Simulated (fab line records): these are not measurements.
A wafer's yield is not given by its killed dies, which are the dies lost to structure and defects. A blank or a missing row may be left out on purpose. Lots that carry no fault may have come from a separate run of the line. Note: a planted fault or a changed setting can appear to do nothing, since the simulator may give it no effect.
Struck lot and sound lot, side by side    flow nandHarc    14 steps out of a route of 1302
Sound: these wafers, L123.1, L123.5, L123.6. Wafers L127.1, L127.4, L127.5 were the ones struck. The cause is named last.
Per side, at each step with rows, come the tool, then ch with its chambers, and then its first start. Under that, the readings that differ: sound wafers    struck wafers    difference of the means    sigmas: that difference in standard deviations of wafers without a fault.
alike: a reading whose means differ by less than 2 such deviations, as well as words and numbers matching on both sides. not compared: withheld readings; readings where some wafer has no value; bounds like >300 that might hide an equal value; numbers whose values overlap and for which the record gives no deviation.
The two part at a step that has a row with sigmas, a row that says differs or no value, or rows on one side only. Numbers that have no deviation but don't overlap get no sigmas and don't part them. Lack of a reading on every wafer of one side parts them only where that side has two or more wafers.

first, 9 steps without rows for these wafers: NHARC_THIN_TSV_PVD_24 (deposits Al, target thk 800 nm); NHARC_THIN_TSV_DEHYDRATE_25 (time 120 s); NHARC_THIN_TSV_HMDS_26 (time 30 s); NHARC_THIN_TSV_COAT_27; NHARC_THIN_TSV_SOFTBAKE_28 (time 95 s); NHARC_THIN_TSV_EBR_29; NHARC_THIN_TSV_EXPOSE_30 (exposes mask PAD); NHARC_THIN_TSV_PEB_31 (peb time 85 s); NHARC_THIN_TSV_DEVELOP_32 (time 70 s).
NHARC_THIN_TSV_CD_MEAS_33: the cd target is 5000 nm.
  sound on cdSem-03 ch 0, day 28 21:31; struck on cdSem-02 ch 0, day 29 20:01
  alike: cdNm
then, 1 step without rows for these wafers: NHARC_THIN_TSV_HARDBAKE_34 (time 80 s).
NHARC_THIN_TSV_DESCUM_35: chemistry O2, time 3 s.
  sound on rieDiel-10 ch 0,3, day 28 21:41; struck on rieDiel-01 ch 0,1,2, day 29 20:12
  alike: drypumpMotorCurrentA, o2FlowSccm, oesProductAu, rfVppV, showerheadPlenumPTorr, throttleValvePct
  not compared: rfHoursCounterH
NHARC_THIN_TSV_ETCH_59: etches the open film in Cl2/BCl3, target depth 880 nm, time 138.1 s.
  sound on rieMetal-03 ch 0,1, day 28 21:50; struck on rieMetal-01 ch 0,1, day 29 20:20
  no value came back on the struck wafers for any of 6 readings (bcl3FlowSccm (sccm), biasW (W) and others); on the sound wafers bcl3FlowSccm (sccm) reads 30.07 30.01 29.95
  not compared: rfHoursCounterH
NHARC_THIN_TSV_ETCH_36: etches the open film in Cl2/BCl3, target depth 65 nm, time 18.571 s.
  sound on rieMetal-03 ch 0,1, day 28 22:04; struck on rieMetal-01 ch 0,1, day 29 20:34
reading                   sound           struck          difference  sigmas
drypumpMotorCurrentA (A)  5.65 5.60 5.60  5.91 5.94 5.95  +0.32       +2
  alike: chamberPressureMTorr, oesProductAu
  not compared: rfHoursCounterH

WHERE THEY PART
Last at NHARC_THIN_TSV_ETCH_36 as far as this record goes, first at NHARC_THIN_TSV_ETCH_59.

WHY: what had been put in by the simulator
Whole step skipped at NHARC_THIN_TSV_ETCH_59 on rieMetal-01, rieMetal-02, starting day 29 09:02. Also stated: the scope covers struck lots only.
